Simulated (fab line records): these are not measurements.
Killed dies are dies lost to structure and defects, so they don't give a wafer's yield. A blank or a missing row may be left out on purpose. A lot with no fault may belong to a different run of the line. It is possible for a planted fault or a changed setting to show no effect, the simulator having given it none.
A struck lot beside a sound one ; flow n5 finfet ; 16 out of 1938 route steps
Sound: these wafers, L194.2, L194.3, L194.5. Struck: wafer L198.1 (L198.3, L198.4, from the same lot, were not struck and are left out); the cause is given at the end.
Order at every step that has rows: each side's tool, ch and its chambers, its first start. Under that, the readings that differ: sound wafers ; struck wafers ; difference of the means ; sigmas: that difference in standard deviations of wafers without a fault.
alike: readings whose means differ by less than 2 such deviations, and words and numbers that are the same on both sides. not compared: withheld readings, readings that some wafer has no value for, bounds like >300 that may hide the same value, and numbers for which the record gives no deviation and whose values overlap.
A row with sigmas, a row that says differs or no value, or rows on one side alone: a step with any of these is where the two part. When numbers do not overlap yet have no deviation, they are printed without sigmas and do not part them. A reading that every wafer of one side lacks parts them only if that side has two wafers or more.

first, 7 steps without rows for these wafers: N5_BEOL_M0_SAQP_COAT_87 (time 60 s, resist thk 5 nm); N5_BEOL_M0_SAQP_COAT_34 (resist thk 30 nm); N5_BEOL_M0_SAQP_EBR_36; N5_BEOL_M0_SAQP_SOFTBAKE_35 (time 60 s); N5_BEOL_M0_SAQP_EXPOSE_37 (exposes mask M0 CUT1, target cd 30 nm); N5_BEOL_M0_SAQP_PEB_38 (peb time 60 s); N5_BEOL_M0_SAQP_DEVELOP_39 (develop time 30 s).
N5_BEOL_M0_SAQP_CD_MEAS_40 targets a cd of 30 nm.
  sound on cd sem-02 ch 0, day 6 19:34; struck on cd sem-03 ch 0, day 8 00:11
  alike: cd nm
N5_BEOL_M0_SAQP_OVL_MEAS_41:
  sound on overlay-02 ch 0, day 6 19:37; struck on overlay-01 ch 0, day 8 00:13
  alike: M0_CUT1_OVL
N5_BEOL_M0_SAQP_INSPECT_42: inspects for defects (brightfield).
  sound on defect inspect-01, day 6 19:40; struck on defect inspect-02, day 8 00:16
  alike: raw defect count
N5_BEOL_M0_SAQP_DESCUM_45: chemistry O2, time 7 s.
  sound on rie diel-02 ch 0,1, day 6 19:42; struck on rie diel-03 ch 1, day 8 00:29
reading;sound;struck;difference;sigmas
drypump motor current A (A);5.5 5.4 5.4;6.4;+1.0;+2
rf fwd power W (W);48.98 49.32 49.05;49.62;+0.50;+2
throttle valve pct (%);20.26 20.14 20.13;20.66;+0.48;+2
  alike: oes product au, rf vpp V, showerhead plenum p Torr
  not compared: rf hours counter h
N5_BEOL_M0_SAQP_ETCH_88: etches underlayer in N2/H2, target depth 6.5 nm, time 5.2 s.
  sound on rie diel-02 ch 0,1, day 6 19:44; struck on rie diel-03 ch 1, day 8 00:31
reading;sound;struck;difference;sigmas
drypump motor current A (A);5.5 5.4 5.4;6.5;+1.1;+2
  alike: etch rf on time s, oes product au, rf fwd power W, rf vpp V, showerhead plenum p Torr, throttle valve pct
  not compared: rf hours counter h
N5_BEOL_M0_SAQP_ETCH_73: etches SiARC in CF4, target depth 19.5 nm, time 32.5 s.
  sound on rie diel-02 ch 0,1, day 6 19:45; struck on rie diel-03 ch 1, day 8 00:32
reading;sound;struck;difference;sigmas
drypump motor current A (A);5.5 5.5 5.4;6.4;+0.9;+2
etch rf on time s (s);33.7 30.8 30.9;39.8;+8.0;+7
oes product au (a.u.);0.69 0.75 0.75;0.59;-0.14;-2
rf fwd power W (W);530.7 532.0 530.2;537.3;+6.3;+3
rf vpp V (V);183.6 184.4 185.4;182.0;-2.5;-2
  alike: showerhead plenum p Torr, throttle valve pct
  not compared: rf hours counter h
N5_BEOL_M0_SAQP_CUT_ETCH_46: etches SOC in N2/H2, target depth 135 nm, overetch 27 nm, time 202.5 s.
  sound on rie diel-02 ch 0,1, day 6 19:47; struck on rie diel-03 ch 1, day 8 00:34
reading;sound;struck;difference;sigmas
drypump motor current A (A);5.5 5.4 5.4;6.5;+1.1;+2
rf fwd power W (W);837.0 839.1 834.6;843.9;+7.0;+3
  alike: rf vpp V, showerhead plenum p Torr, throttle valve pct
  not compared: rf hours counter h
-- here the record skips 3 days between the struck wafers' starts before and after, leaving off in module BEOL_M0_SAQP and picking up in module BEOL_M4 (first step shown: number 1111 of the route) --
N5_BEOL_M4_RC_MEAS_101:
  sound on prober-02 ch 0, day 10 20:46; struck on prober-01 ch 0, day 11 12:05
  alike: DIBL_N, DIBL_P, IOFF_N, IOFF_P, ION_N, ION_P, SS_N, SS_P, VT_N, VT_P
-- here the record skips 4 days between the struck wafers' starts before and after, leaving off in module BEOL_M4 and picking up in module PASSIVATION (first step shown: number 1936 of the route) --
N5_PASSIVATION_PROBE_49:
  the record has rows for the struck wafers here (prober-02, day 15 11:19) and none for the sound ones

## WHERE THEY PART
Earliest at N5_BEOL_M0_SAQP_DESCUM_45; latest, in this record, at N5_PASSIVATION_PROBE_49.

WHY: what had been put in by the simulator
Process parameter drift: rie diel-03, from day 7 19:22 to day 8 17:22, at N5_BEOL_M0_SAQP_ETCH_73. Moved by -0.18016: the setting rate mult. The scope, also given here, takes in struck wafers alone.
